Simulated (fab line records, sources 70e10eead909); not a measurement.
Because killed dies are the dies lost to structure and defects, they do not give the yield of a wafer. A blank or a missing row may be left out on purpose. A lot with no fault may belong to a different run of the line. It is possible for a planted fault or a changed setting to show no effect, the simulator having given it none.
Comparing a struck lot with a sound one	flow nand harc	13 steps out of a route of 1302
Sound: wafers L285.1, L285.2, L285.4. Struck: wafers L294.1, L294.2, L294.6. At the end, the cause is stated.
At each step with rows: each side's tool, then ch and its chambers, then its first start. Under that, the readings that differ: sound wafers	struck wafers	difference of the means	sigmas: that difference in standard deviations of wafers without a fault.
alike: words and numbers the same on both sides, and readings whose means are apart by under 2 such deviations; not compared: readings that were withheld, readings missing a value for some wafer, numbers with overlapping values and no deviation given by the record, and bounds like >300 which may hide the same value.
The two part at a step that has a row with sigmas, a row that says differs or no value, or rows on one side only. Numbers that have no deviation but don't overlap get no sigmas and don't part them. A reading missing from all wafers of one side parts the sides only when that side holds two or more wafers.

first, 1 step without rows for these wafers: NHARC_A_WL_FILL_ALD_02 (deposits TiN, target thk 2 nm, pulse time 3 s, ald cycles 100).
NHARC_A_WL_FILL_CVD_03: deposits W, target thk 40 nm, time 279 s.
  sound on cvd w-01 ch 0,1, day 20 11:25; struck on cvd w-02 ch 0,1, day 25 00:37
  alike: chamber pressure Torr, heater power outer w, heater power w, throttle valve pct
NHARC_A_WL_FILL_ETCHBACK_04: etches the open film in NF3, target depth 60 nm, time 120 s.
  sound on rie metal-02 ch 0,1, day 20 11:47; struck on rie metal-03 ch 0,1, day 25 00:59
  alike: drypump motor current A, he backside leak sccm, oes product au, run length s
  not compared: rf hours counter h
NHARC_A_WL_FILL_ETCHBACK_05: etches the open film in Cl2/BCl3, target depth 22 nm, time 60 s.
  sound on rie metal-02 ch 0,1, day 20 12:02; struck on rie metal-03 ch 0,1, day 25 01:14
  alike: drypump motor current A, he backside leak sccm, oes product au, run length s, temp c
  not compared: rf hours counter h
NHARC_A_WL_FILL_STRIP_27: strips in N2/H2, time 20 s.
  sound on plasma asher-02 ch 0,1, day 20 12:10; struck on plasma asher-02 ch 0,1, day 25 01:22
  alike: drypump motor current A, heater power w, temp c
  not compared: rf hours counter h
then, 5 steps without rows for these wafers: NHARC_A_WL_FILL_STRIP_28 (strips in post etch residue remover, time 1200 s); NHARC_A_WL_FILL_PRECLEAN_06 (cleans in DIW, time 300 s); NHARC_A_WL_FILL_SRD_07; NHARC_A_WL_FILL_ANNEAL_08 (time 1800 s); NHARC_A_WL_FILL_ALD_10 (deposits SiO2, target thk 50 nm, pulse time 10 s, ald cycles 500).
NHARC_A_WL_FILL_ETCHBACK_16: etches the open film in C4F8/O2/Ar, target depth 120 nm, time 24 s.
  sound on rie diel-10 ch 0,2,3, day 20 21:53; struck on rie diel-10 ch 1,2,3, day 25 12:45
reading	sound	struck	difference	sigmas
run length s (s)	45.5 46.1 45.5	52.9 52.2 53.3	+7.1	+16
  alike: bias w, oes product au, rf vpp V
  not compared: rf hours counter h
NHARC_A_WL_FILL_STRIP_29: strips in O2, time 20 s.
  sound on rie diel-10 ch 0,2,3, day 20 21:59; struck on rie diel-10 ch 0,1,2, day 25 12:51
  alike: drypump motor current A, o2 flow sccm, oes product au, rf vpp V, showerhead plenum p Torr, throttle valve pct
  not compared: rf hours counter h
then, 1 step without rows for these wafers: NHARC_END_SORT_01.

## WHERE THEY PART
At NHARC_A_WL_FILL_ETCHBACK_16 and nowhere else, as far as this record goes. Later steps at which nothing parts them and some readings are alike: NHARC_A_WL_FILL_STRIP_29.

WHY: whatever the simulator had introduced
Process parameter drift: rie diel-10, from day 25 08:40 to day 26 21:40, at NHARC_A_WL_FILL_ETCHBACK_16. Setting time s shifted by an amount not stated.
